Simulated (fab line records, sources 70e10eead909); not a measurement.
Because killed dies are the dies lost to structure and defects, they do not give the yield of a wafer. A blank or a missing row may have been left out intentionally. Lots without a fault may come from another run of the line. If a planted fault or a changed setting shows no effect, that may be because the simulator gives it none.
Chamber matching ; flow nandHarc ; 4 sister chambers for NHARC_A_CHANNEL_FILL_D2_STRIP_28 on rieDiel-01
The step strips in O2, time 20 s. 18 wafers are shown with their chamber, then 9 later ones without.

## WAFERS, EACH WITH ITS CHAMBER
wafer;chamber;showerheadPlenumPTorr (Torr);drypumpMotorCurrentA (A);rfVppV (V)
L075.3;1;3.33;6.4;57.7
L075.4;3;3.45;6.0;54.9
L075.5;3;3.45;6.1;57.7
L076.1;0;3.80;5.9;59.3
L076.2;1;3.33;6.4;56.9
L076.3;3;3.45;6.1;57.9
L076.4;2;3.61;6.0;58.6
L076.5;0;3.79;5.9;59.5
L076.6;3;3.45;6.0;58.3
L078.2;2;3.61;6.0;58.0
L078.4;0;3.79;5.9;57.4
L078.6;3;3.45;6.1;58.0
L083.1;2;3.61;6.0;57.7
L083.2;3;3.45;6.0;56.9
L083.3;1;3.33;6.4;57.6
L084.1;0;3.79;5.9;57.9
L084.3;1;3.33;6.4;57.1
L084.5;2;3.61;6.0;58.8

SIGNATURES, as means of the wafers listed above
reading;chamber 0;chamber 1;chamber 2;chamber 3;scatter within a chamber
showerheadPlenumPTorr;3.7925;3.3300;3.6100;3.4500;0.00231
drypumpMotorCurrentA;5.900;6.400;6.000;6.050;0.0327
rfVppV;58.525;57.325;58.275;57.283;0.94
Rule: a wafer lies at a distance from a chamber equal to the root of the sum of squares, over the readings, of (its reading less the chamber's mean, divided by the reading's scatter). The wafer belongs to the nearest chamber; if the next one is less than 2 further off, it can't be placed. The scatter is the square root of a quotient: the sum, over the shown wafers, of each reading's squared deviation from its chamber's mean, divided by wafers minus chambers.

## WAFERS WITHOUT THEIR CHAMBER
wafer;showerheadPlenumPTorr (Torr);drypumpMotorCurrentA (A);rfVppV (V)
L093.2;3.79;5.9;59.2
L093.5;3.33;6.4;58.0
L093.6;3.79;5.9;59.5
L094.3;3.79;5.9;59.0
L094.4;3.61;6.0;58.8
L094.6;3.45;6.0;58.4
L097.2;3.79;6.0;58.3
L097.3;3.61;6.0;59.4
L097.5;3.33;6.4;56.9

## WHICH CHAMBER EACH WENT THROUGH
wafer;from the rows above;in truth
L093.2;0;0
L093.5;1;1
L093.6;0;0
L094.3;0;0
L094.4;2;2
L094.6;3;3
L097.2;0;0
L097.3;2;2
L097.5;1;1
9 of 9 placed correctly. Not placeable from these rows: 0. 0 placed wrongly.
